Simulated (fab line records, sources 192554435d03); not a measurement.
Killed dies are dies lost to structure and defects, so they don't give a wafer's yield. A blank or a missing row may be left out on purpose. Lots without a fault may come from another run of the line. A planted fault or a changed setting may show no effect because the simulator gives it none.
A struck lot beside a sound one | flow n5_finfet | 37 steps out of a route of 1938
Sound: wafers L100.2, L100.3, L100.5. Struck: wafers L999.1, L999.5, L999.6. The cause comes at the end.
At each step with rows: each side's tool, then ch and its chambers, then its first start. Under that, the readings that differ: sound wafers | struck wafers | difference of the means | sigmas: that difference in standard deviations of wafers without a fault.
alike: readings whose means differ by less than 2 such deviations, and words and numbers that are the same on both sides. not compared: withheld readings, readings that some wafer has no value for, bounds like >300 that may hide the same value, and numbers for which the record gives no deviation and whose values overlap.
The two part at a step that has a row with sigmas, a row that says differs or no value, or rows on one side only. Numbers that don't overlap but have no deviation are shown without sigmas and don't part them. A reading that every wafer of one side lacks parts them only if that side has two wafers or more.

first, 9 steps without rows for these wafers: N5_BEOL_M7_DESCUM_33 (chemistry O2, time 7 s); N5_BEOL_M7_ETCH_72 (etches underlayer in N2/H2, target depth 6.5 nm, time 5.2 s); N5_BEOL_M7_ETCH_65 (etches SiARC in CF4, target depth 15.6 nm, time 26 s); N5_BEOL_M7_ETCH_66 (etches SOC in N2/H2, target depth 80 nm, overetch 16 nm, time 120 s); N5_BEOL_M7_STRIP_69 (strips in N2/H2); N5_BEOL_M7_STRIP_73 (strips in N2/H2); N5_BEOL_M7_VIA_ETCH_34 (etches SiCOH lowk in C4F6/O2, target depth 125.5 nm, time 50.5 s); N5_BEOL_M7_STRIP_76 (strips in C4F6/O2); N5_BEOL_M7_STRIP_36 (strips in N2/H2).
N5_BEOL_M7_TRENCH_ETCH_37: etches SiCOH lowk in C4F6/O2, target depth 93.478 nm, time 31.2 s.
  sound on rie_diel-05 ch 0,1,2, day 13 05:23; struck on rie_diel-03 ch 0,2,3, day 12 22:55
  reading                             | sound             | struck            | difference | sigmas
  oes_f_703_au (a.u.)                 | 0.81 0.81 0.88    | 0.65 0.53 0.63    | -0.23      | -3
  rf_fwd_power_W (W)                  | 339.7 340.1 339.5 | 256.8 255.2 252.3 | -85.0      | -42
  rf_vpp_V (V)                        | 654 673 677       | 785 769 755       | +102       | +10
  model.BEOL_M7.feature_depth_nm (nm) | 93.4 94 94.4      | 88.4 83.4 85.6    | -8.1       |
  model.etch.depth_nm (nm)            | 93.41 93.94 94.37 | 88.47 83.42 85.6  | -8.08      |
  alike: bias_w, drypump_motor_current_A, oes_ar_750_au, oes_product_au, showerhead_plenum_p_Torr, throttle_valve_pct
  not compared: rf_hours_counter_h
then, 2 steps without rows for these wafers: N5_BEOL_M7_ETCH_41 (etches SiCN in CH3F/O2, target depth 31.9 nm, time 57.8 s); N5_BEOL_M7_STRIP_80 (strips in N2/H2, time 10 s).
N5_BEOL_M7_OCD_MEAS_38:
  sound on ocd-02, day 13 05:33; struck on ocd-01, day 12 23:05
  reading              | sound          | struck         | difference | sigmas
  trench_depth_nm (nm) | 93.3 94.4 94.3 | 87.9 83.6 86.1 | -8.1       | -4
then, 13 steps without rows for these wafers: N5_BEOL_M7_HM_STRIP_39 (strips TiN in peroxide tin strip, target depth 25 nm, time 158 s); N5_BEOL_M7_SRD_40 (time 30 s); N5_BEOL_M7_PRECLEAN_42 (cleans in residue remover, time 60 s); N5_BEOL_M7_SRD_43 (time 30 s); N5_BEOL_M7_CURE_75 (cures SiCOH lowk, time 120 s); N5_BEOL_M7_DEGAS_44 (time 60 s); N5_BEOL_M7_PRE_CLEAN_45 (time 30 s); N5_BEOL_M7_ALD_77 (deposits TaN, target thk 2 nm, pulse time 2 s, purge time 3 s); N5_BEOL_M7_SURFACE_TREAT_79; N5_BEOL_M7_CVD_78 (deposits Co from CCTBA/H2, target thk 2 nm, time 142.3 s); N5_BEOL_M7_SPUTTER_48 (material Cu, target thk 10 nm, time 1.667 s); N5_BEOL_M7_ECD_50 (material Cu, target thk 300 nm); N5_BEOL_M7_ANNEAL_51 (time 90 s).
N5_BEOL_M7_CMP_52: polishes, stops on SiCOH lowk, t overpolish 6.9 s, target thk 80 nm.
  sound on cmp-01 ch 0,1,3, day 13 08:07; struck on cmp-04 ch 0,2,3, day 13 04:15
  reading                                | sound        | struck       | difference | sigmas
  time_to_endpoint_s (s)                 | 74 69 68     | 58 64 60     | -10        | -3
  model.Cu_of_BEOL_M7_ECD_50.thk_nm (nm) | 81.4 81.2 83 | 75 70.4 71.4 | -10        |
  alike: barrier_field_endpoint_s, motor_current_A, overpolish_run_s
N5_BEOL_M7_THK_MEAS_53: measures by xrf.
  sound on film_metro-02, day 13 08:25; struck on film_metro-02, day 13 04:26
  reading     | sound          | struck         | difference | sigmas
  M7_THK (nm) | 82.0 82.2 83.9 | 76.2 71.3 72.5 | -9.4       | -5
then, 2 steps without rows for these wafers: N5_BEOL_M7_PRE_CLEAN_55 (time 15 s); N5_BEOL_M7_DEP_56 (deposits SiCN from 3MS/NH3, target thk 10 nm, time 17.5 s).
N5_BEOL_M7_RS_MEAS_57: measures by four-point-probe.
  sound on film_metro-01, day 13 08:33; struck on film_metro-02, day 13 04:34
  reading        | sound             | struck            | difference | sigmas
  M7_RS (ohm/sq) | 0.281 0.281 0.274 | 0.308 0.333 0.327 | +0.044     | +5
then, 5 steps without rows for these wafers: N5_BEOL_M8_ILD_DEP_00 (deposits SiCOH lowk from DEMS/porogen, target thk 179.75 nm, time 33.4 s); N5_BEOL_M8_CURE_74 (cures SiCOH lowk, time 240 s); N5_BEOL_M8_PECVD_70 (deposits SiO2 from TEOS/O2, target thk 20 nm, time 22.7 s); N5_BEOL_M8_HM_DEP_02 (deposits TiN, target thk 20 nm); N5_BEOL_M8_COAT_59 (time 60 s, resist thk 100 nm).
-- the record jumps here: 3 days lie between the struck wafers' starts before and after (it left off in module BEOL_M8 and takes up again in module BEOL_M15, whose first step shown is number 1830 of the route) --
N5_BEOL_M15_RC_MEAS_101:
  sound on prober-01 ch 0, day 15 20:19; struck on prober-02 ch 0, day 15 23:12
  reading                   | sound                   | struck                | difference | sigmas
  COMB_M7 (S/m)             | 1.8e-11 1.8e-11 1.3e-11 | 3e-11 3.8e-11 2.2e-11 | +1e-11     | +2
  SERP_M7 (ohm/um)          | 14.1 13.9 13.6          | 15.7 16.8 16.2        | +2.4       | +4
  SERP_M7_max_site (ohm/um) | 14.9 14.5 14.4          | 16.0 17.8 16.6        | +2.2       | +4
  alike: COMB_M10, COMB_M11, COMB_M12, COMB_M13, COMB_M14, COMB_M15, COMB_M5, COMB_M6, COMB_M7_max_site, COMB_M8, COMB_M9, SERP_M10, SERP_M11, SERP_M12, SERP_M13, SERP_M14, SERP_M5, SERP_M6, SERP_M6_max_site, SERP_M8, SERP_M9

WHERE THEY PART
First at N5_BEOL_M7_TRENCH_ETCH_37; last, within this record, at N5_BEOL_M15_RC_MEAS_101.

WHY: what the simulator had put in
Process parameter drift: rie_diel-03, from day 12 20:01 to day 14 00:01, at N5_BEOL_M7_TRENCH_ETCH_37. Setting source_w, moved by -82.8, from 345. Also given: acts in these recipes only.
